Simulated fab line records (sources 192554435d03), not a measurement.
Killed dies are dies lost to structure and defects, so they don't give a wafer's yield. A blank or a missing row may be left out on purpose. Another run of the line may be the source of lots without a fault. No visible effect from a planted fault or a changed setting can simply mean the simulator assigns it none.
Which tool is to blame? ; flow n5-finfet ; 10 lots, 30 wafers sampled, at 5 steps of a route of 1938

== WHAT THE GAUGES READ, wafer by wafer ==
N5_BEOL_M4_RC_MEAS_101. Usual: DIBL_N 35.8 mV/V, standard deviation 1.7; DIBL_P 35.3 mV/V, standard deviation 2; IOFF_N 0.150 nA/um, standard deviation 0.026; IOFF_P 0.194 nA/um, standard deviation 0.029; ION_N 667 uA/um, standard deviation 11; ION_P 456 uA/um, standard deviation 7.1; SS_N 71.4 mV/dec, standard deviation 0.65; SS_P 73.1 mV/dec, standard deviation 0.64; VT_N 251 mV, standard deviation 3; VT_P -252 mV, standard deviation 3.2.
lot;measured;on;DIBL_N (mV/V);DIBL_P (mV/V);IOFF_N (nA/um);IOFF_P (nA/um);ION_N (uA/um);ION_P (uA/um);SS_N (mV/dec);SS_P (mV/dec);VT_N (mV);VT_P (mV);flag
L327;day 9 17:53;prober-01;36.5 32.5 35.6;36.8 32.0 36.5;0.156 0.103 0.150;0.193 0.136 0.190;678 649 675;461 447 466;72.2 70.9 71.2;73.0 71.8 74.1;253 258 250;-252 -258 -254;
L329;day 10 07:59;prober-02;36.1 36.0 37.7;36.4 36.0 37.8;0.148 0.150 0.173;0.197 0.196 0.228;663 671 666;452 462 457;71.0 71.1 72.4;73.3 73.4 74.0;252 253 247;-252 -255 -250;
L332;day 11 08:04;prober-02;33.9 31.8 34.2;32.9 31.0 33.7;0.125 0.097 0.125;0.150 0.135 0.157;669 644 662;448 443 453;71.4 69.8 71.0;72.4 72.2 72.5;255 256 253;-255 -257 -254;
L333;day 11 20:26;prober-02;34.8 35.6 34.6;34.4 35.2 33.4;0.118 0.126 0.110;0.165 0.167 0.152;659 649 638;450 448 445;70.4 71.1 70.9;72.9 72.2 72.4;254 254 257;-255 -256 -259;
L335;day 12 09:15;prober-01;36.8 36.0 36.3;35.8 34.6 36.0;0.160 0.148 0.154;0.220 0.216 0.232;670 672 666;466 463 463;71.6 71.1 71.7;73.3 73.3 73.3;251 250 250;-246 -245 -246;
L342;day 14 01:52;prober-02;36.2 37.0 35.2;37.5 36.5 35.8;0.165 0.162 0.137;0.234 0.206 0.201;667 678 659;458 464 459;71.4 71.6 71.2;74.2 73.9 73.3;244 249 250;-247 -249 -250;
L346;day 14 23:49;prober-01;36.1 38.2 34.3;35.1 36.6 31.9;0.165 0.209 0.121;0.231 0.262 0.186;666 691 652;467 470 458;71.9 71.8 70.9;72.7 73.3 72.6;245 243 251;-246 -244 -251;
L347;day 15 02:43;prober-01;33.6 33.7 33.3;33.6 32.3 32.0;0.139 0.123 0.122;0.173 0.147 0.149;664 652 652;454 452 445;70.7 70.9 70.9;72.6 71.9 72.5;250 254 251;-253 -257 -256;
L348;day 15 08:19;prober-01;34.3 36.6 34.5;34.8 37.6 35.9;0.117 0.153 0.129;0.170 0.217 0.184;668 666 674;463 458 463;70.9 71.9 71.3;73.4 73.2 73.1;255 253 252;-253 -251 -253;
L349;day 15 11:44;prober-02;37.6 36.5 36.8;35.2 35.3 36.0;0.177 0.159 0.167;0.217 0.212 0.225;680 669 679;463 461 464;71.3 70.4 71.2;73.9 72.7 73.7;248 250 250;-248 -250 -252;

== WHAT TOOL EACH LOT RAN ON (gives the tool, then ch and the chambers of the sampled wafers, and finally the start) ==
lot;N5_BEOL_M1_STRIP_97;N5_BEOL_M1_SURFACE_TREAT_85;N5_BEOL_M1_CVD_47;N5_BEOL_M1_SPUTTER_81
L327;rie-diel-02 ch 0,2,3, day 6 14:04 or earlier;pvd-sputter-03, day 6 14:04;cvd-co-01 ch 0,2, day 6 14:14;pvd-sputter-03, day 6 15:04
L329;rie-diel-05 ch 1,2,3, day 7 04:46 or earlier;pvd-sputter-01, day 7 04:46;cvd-co-01 ch 0,1,2, day 7 04:49;pvd-sputter-02, day 7 05:46
L332;rie-diel-05 ch 0,2,3, day 7 23:37 or earlier;pvd-sputter-01, day 7 23:37;cvd-co-01 ch 0,1, day 7 23:45;pvd-sputter-01, day 8 00:21
L333;rie-diel-06 ch 0,1,2, day 8 11:31 or earlier;pvd-sputter-02, day 8 11:31;cvd-co-01 ch 1,2, day 8 11:34;pvd-sputter-02, day 8 12:11
L335;rie-diel-06 ch 0,1, day 8 20:56 or earlier;pvd-sputter-03, day 8 20:56;cvd-co-01 ch 1,2, day 8 21:14;pvd-sputter-02, day 8 23:11
L342;rie-diel-06 ch 0,3, day 10 08:18 or earlier;pvd-sputter-03, day 10 08:18;cvd-co-02 ch 0,1,2, day 10 08:25;pvd-sputter-02, day 10 09:06
L346;rie-diel-02 ch 0,1,3, day 11 04:59 or earlier;pvd-sputter-03, day 11 04:59;cvd-co-02 ch 0,1,2, day 11 05:10;pvd-sputter-02, day 11 05:55
L347;rie-diel-06 ch 0,2,3, day 11 13:00 or earlier;pvd-sputter-03, day 11 13:00;cvd-co-01 ch 1,2, day 11 13:17;pvd-sputter-03, day 11 15:25
L348;rie-diel-06 ch 2,3, day 11 17:13 or earlier;pvd-sputter-03, day 11 17:13;cvd-co-02 ch 0,1, day 11 17:17;pvd-sputter-02, day 11 18:05
L349;rie-diel-06 ch 0,1,3, day 12 05:28 or earlier;pvd-sputter-03, day 12 05:28;cvd-co-01 ch 0,1, day 12 05:35;pvd-sputter-03, day 12 06:14
- N5_BEOL_M1_STRIP_97: strips in N2/H2, time 10 s.
- N5_BEOL_M1_SURFACE_TREAT_85
- N5_BEOL_M1_CVD_47: deposits Co from CCTBA/H2, target thk 3 nm, time 223.8 s.
- N5_BEOL_M1_SPUTTER_81: material Cu, target thk 4.5 nm, time 8.29 s.

== AS READ BY THE TOOLS THEMSELVES (means over the sampled wafers that have a number; for cases with no such wafer, the mark the record gives instead) ==
N5_BEOL_M1_STRIP_97. Usual: drypump-motor-current-A 5.8 A, standard deviation 0.45; h2-flow-sccm 200.0 sccm, standard deviation 0.56; oes-product-au 0.80 a.u., standard deviation 0.098; rf-vpp-V 59.2 V, standard deviation 0.95; showerhead-plenum-p-Torr 2.53 Torr, standard deviation 0.1; throttle-valve-pct 23.80 %, standard deviation 0.23.
lot;tool;drypump-motor-current-A (A);h2-flow-sccm (sccm);oes-product-au (a.u.);rf-vpp-V (V);showerhead-plenum-p-Torr (Torr);throttle-valve-pct (%);flag
L327;rie-diel-02;5.5;200.1;0.81;59.8;2.55;23.80;
L329;rie-diel-05;5.6;199.7;0.74;60.1;2.61;23.85;
L332;rie-diel-05;5.6;199.9;0.72;59.4;2.55;23.86;
L333;rie-diel-06;6.0;200.0;0.83;59.4;2.49;23.80;
L335;rie-diel-06;6.1;200.0;0.76;58.7;2.46;23.86;
L342;rie-diel-06;5.5;200.3;0.73;60.0;2.36;23.85;
L346;rie-diel-02;6.0;200.8;0.88;59.9;2.63;23.74;
L347;rie-diel-06;5.8;200.5;0.78;59.2;2.44;23.81;
L348;rie-diel-06;6.1;200.5;0.83;58.2;2.52;23.75;
L349;rie-diel-06;5.9;199.9;0.72;58.6;2.41;23.87;

N5_BEOL_M1_CVD_47. Usual: run-length-s at 247.0 s, with a standard deviation of 0.63.
lot;tool;run-length-s (s);flag
L327;cvd-co-01;247.6;
L329;cvd-co-01;247.1;
L332;cvd-co-01;108.2;OFF
L333;cvd-co-01;107.7;OFF
L335;cvd-co-01;107.5;OFF
L342;cvd-co-02;246.7;
L346;cvd-co-02;247.1;
L347;cvd-co-01;247.3;
L348;cvd-co-02;246.5;
L349;cvd-co-01;247.6;

N5_BEOL_M1_SPUTTER_81. Usual: chuck-gas-flow-sccm 1.27 sccm, standard deviation 0.053; throttle-valve-pct 29.9 %, standard deviation 1.1.
lot;tool;chuck-gas-flow-sccm (sccm);throttle-valve-pct (%);flag
L327;pvd-sputter-03;1.24;30.1;
L329;pvd-sputter-02;1.28;30.5;
L332;pvd-sputter-01;1.24;30.2;
L333;pvd-sputter-02;1.29;30.0;
L335;pvd-sputter-02;1.27;31.0;
L342;pvd-sputter-02;1.24;30.1;
L346;pvd-sputter-02;1.28;30.4;
L347;pvd-sputter-03;1.31;29.3;
L348;pvd-sputter-02;1.24;30.5;
L349;pvd-sputter-03;1.21;30.0;

== THE ANSWER, worked out from the rows above alone ==
Rule: take the mean of a lot's wafers that have a number; if it is more than 3 standard deviations from the usual mean, the lot is off. A lot without any number at a reading at which 4 lots or more have one is off too. The other lots that the step has rows for count as sound. The gauges are gone through in route order, then the tools' own readings, and for those a lot's mean is taken as printed above. At the first step where some lot is off, the reading lying furthest off is the one used; lots without a number count as furthest.
Off at N5_BEOL_M1_CVD_47 (run-length-s): L332, L333, L335.
A tool fits if, at that step or a process step before it, it ran every lot that is off, and no sound lot after the first of them. Because N5_BEOL_M1_STRIP_97 lacks a start for some lots, the hours and order of its lots are taken from N5_BEOL_M1_SURFACE_TREAT_85. Not one of the candidates tried fits.

== WHAT HAD BEEN PUT IN BY THE SIMULATOR ==
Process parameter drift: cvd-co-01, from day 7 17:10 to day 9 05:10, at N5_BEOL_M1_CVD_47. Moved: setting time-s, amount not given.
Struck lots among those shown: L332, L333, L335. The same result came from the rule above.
